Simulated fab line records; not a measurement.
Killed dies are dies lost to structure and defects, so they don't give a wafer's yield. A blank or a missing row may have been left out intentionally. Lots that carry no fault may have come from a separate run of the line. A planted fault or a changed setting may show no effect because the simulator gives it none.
Lot-split experiment + flow n5_finfet + 21 wafers read from 7 lots, route of 1938 steps

== THE SPLIT ==
At N5_BEOL_M0_SAQP_COAT_08 (resist thk 90 nm), the setting spin_rpm was moved away from the recipe's 1500 rpm on 6 of the 21 wafers read, by +3.7% to +9.9%. This setting was run at the recipe's value on the other wafers.

== FROM THE SPLIT TO THE READING: what the file shows between them, 4 steps ==
- N5_BEOL_M0_SAQP_EBR_10
- N5_BEOL_M0_SAQP_SOFTBAKE_09: time 60 s
- N5_BEOL_M0_SAQP_EXPOSE_11: exposes mask M0 CORE, target cd 42 nm
- N5_BEOL_M0_SAQP_PEB_12: peb time 60 s

== THE READING ==
CAR-ArF_of_BEOL_M0_SAQP_COAT_08.thk_nm (the simulator's own value, which no gauge read), in nm, at N5_BEOL_M0_SAQP_DEVELOP_13 (develop time 30 s). The file does not state a usual value for it. Here, 15 wafers ran the recipe; their average is 88.3 nm with a standard deviation of 0.19 nm.

| wafer  | tool, chamber at the split | spin_rpm as run, rpm | against the recipe | CAR-ArF_of_BEOL_M0_SAQP_COAT_08.thk_nm, nm | against lot-mates on the recipe |
|--------|----------------------------|----------------------|--------------------|--------------------------------------------|---------------------------------|
| L077.3 | litho_track-05, 0          | 1500                 | recipe             | 88.6                                       | -                               |
| L077.4 | litho_track-05, 0          | 1555                 | +3.7%              | 86.8                                       | -1.7                            |
| L077.5 | litho_track-05, 0          | 1500                 | recipe             | 88.4                                       | -                               |
| L078.2 | litho_track-05, 0          | 1500                 | recipe             | 88.2                                       | -                               |
| L078.5 | litho_track-05, 0          | 1500                 | recipe             | 88.2                                       | -                               |
| L078.6 | litho_track-05, 0          | 1500                 | recipe             | 88.4                                       | -                               |
| L082.1 | litho_track-02, 0          | 1500                 | recipe             | 88                                         | -                               |
| L082.2 | litho_track-02, 0          | 1500                 | recipe             | 88.2                                       | -                               |
| L082.5 | litho_track-02, 0          | 1500                 | recipe             | 88.2                                       | -                               |
| L090.1 | litho_track-02, 0          | 1500                 | recipe             | 88.2                                       | -                               |
| L090.3 | litho_track-02, 0          | 1635                 | +9.0%              | 84.8                                       | -3.4                            |
| L090.6 | litho_track-02, 0          | 1635                 | +9.0%              | 84.4                                       | -3.8                            |
| L091.1 | litho_track-05, 0          | 1562                 | +4.1%              | 86.8                                       | -1.2                            |
| L091.3 | litho_track-05, 0          | 1500                 | recipe             | 88                                         | -                               |
| L091.4 | litho_track-05, 0          | 1562                 | +4.1%              | 86.4                                       | -1.6                            |
| L095.1 | litho_track-05, 0          | 1648                 | +9.9%              | 84.2                                       | -4.1                            |
| L095.3 | litho_track-05, 0          | 1500                 | recipe             | 88.2                                       | -                               |
| L095.5 | litho_track-05, 0          | 1500                 | recipe             | 88.4                                       | -                               |
| L097.1 | litho_track-04, 0          | 1500                 | recipe             | 88.6                                       | -                               |
| L097.4 | litho_track-04, 0          | 1500                 | recipe             | 88.6                                       | -                               |
| L097.2 | litho_track-04, 0          | 1500                 | recipe             | 88.4                                       | -                               |

FIT RESULTS
A straight line over all 21 wafers: CAR-ArF_of_BEOL_M0_SAQP_COAT_08.thk_nm changes by -0.413 nm for each +1% of spin_rpm; r = -0.99; the points scatter about the line by 0.19 nm.
The same after taking each lot's own level away (the mean of its wafers on the recipe; 21 wafers): -0.402 nm for each +1%; r = -0.99; scatter 0.16 nm.
On that fit, the largest move of spin_rpm shifts the reading by 4 nm.
Across the lots, their own levels run from 88.00 to 88.53 nm, a range of 2.8 times the standard deviation given above.
Consequently the slope shifts little with the lot-to-lot level, the two slopes agreeing.
Check: -3.89 nm against its lot-mates is what the line predicts for one of the wafers moved furthest among these (+9.9%) when that wafer is left out of the fit. Against them it came out at -4.1 nm.

== THE OTHER SPLITS THESE WAFERS WENT THROUGH ==
Before the reading, these wafers also passed through other splits. Each is held against what the fit with the lots' levels taken away leaves over:
| other split on the same wafers                  | wafers away from the commonest value | r with CAR-ArF_of_BEOL_M0_SAQP_COAT_08.thk_nm (lot level and that fit taken away) |
|-------------------------------------------------|--------------------------------------|-----------------------------------------------------------------------------------|
| N5_MOL_CONTACT_COAG_COAT_104 spin_rpm           | 6                                    | -0.34                                                                             |
| N5_MOL_CONTACT_COAG_PECVD_31 temp_c             | 9                                    | -0.15                                                                             |
| N5_MOL_CONTACT_COAG_ETCHBACK_136 target_depth_a | 6                                    | +0.04                                                                             |
| N5_MOL_CONTACT_COAG_CVD_140 target_thk_a        | 4                                    | -0.13                                                                             |

== THE WHOLE CHAIN: every reading that the file lists as answering this split, in the file's order ==
| step                       | what it does      | reading                                                                                 | change (the file's fit)               | r (the file's) |
|----------------------------|-------------------|-----------------------------------------------------------------------------------------|---------------------------------------|----------------|
| N5_BEOL_M0_SAQP_COAT_08    | resist thk 90 nm  | CAR-ArF_of_BEOL_M0_SAQP_COAT_08.thk_nm (the simulator's own value, which no gauge read) | -0.403 nm for each +1% of the setting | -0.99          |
| N5_BEOL_M0_SAQP_DEVELOP_13 | develop time 30 s | CAR-ArF_of_BEOL_M0_SAQP_COAT_08.thk_nm (the simulator's own value, which no gauge read) | -0.406 nm for each +1% of the setting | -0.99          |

== THE FILE'S OWN FIT ==
CAR-ArF_of_BEOL_M0_SAQP_COAT_08.thk_nm changes by -0.406 nm for each +1% of spin_rpm, r = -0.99.
